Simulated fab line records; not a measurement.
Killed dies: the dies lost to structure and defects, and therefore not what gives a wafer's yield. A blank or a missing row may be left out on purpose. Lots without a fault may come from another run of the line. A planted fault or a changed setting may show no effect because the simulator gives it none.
Chamber matching    flow n5Finfet    N5_HKMG_FIN_ALD_74 on aldHk-03: 4 sister chambers
The step deposits La2O3, target thk 0.5 nm, pulse time 6 s, co reactant pulse time 1 s. 4 wafers are shown with their chamber, then 10 later ones without.

WAFERS WITH THEIR CHAMBER
wafer   chamber  heaterPowerW (W)
L087.2  1        384
L087.3  0        349
L087.4  2        384
L087.5  3        313

WAFERS WITHOUT THEIR CHAMBER
wafer   heaterPowerW (W)
L087.6  346
L090.1  315
L090.2  379
L090.3  372
L091.3  344
L091.4  323
L091.6  312
L092.4  317
L092.5  312
L092.6  354

THE CHAMBER EACH PASSED THROUGH
wafer   from the rows above           in truth
L087.6  0                             0
L090.1  3                             3
L090.2  can't be placed: 1 or 2       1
L090.3  can't be placed: 1 or 2 or 0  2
L091.3  0                             0
L091.4  3                             3
L091.6  3                             3
L092.4  3                             3
L092.5  3                             3
L092.6  0                             0
Correctly placed: 8 of 10. Not placeable from these rows: 2 (in 2, the candidates include the true chamber). 0 placed wrongly.
How it was worked out, from the rows above alone: a wafer's distance from a chamber is the root of the sum, over the readings, of the square of ((its reading less the chamber's mean) divided by the reading's scatter). If the next closest chamber is less than 2 further off than the closest, the wafer can't be placed; otherwise it belongs to the closest. The mean given for a chamber averages the wafers shown for that chamber. The scatter: with one shown wafer a chamber, the root of the mean of the squares of how far each hidden wafer lies from its nearest shown one.
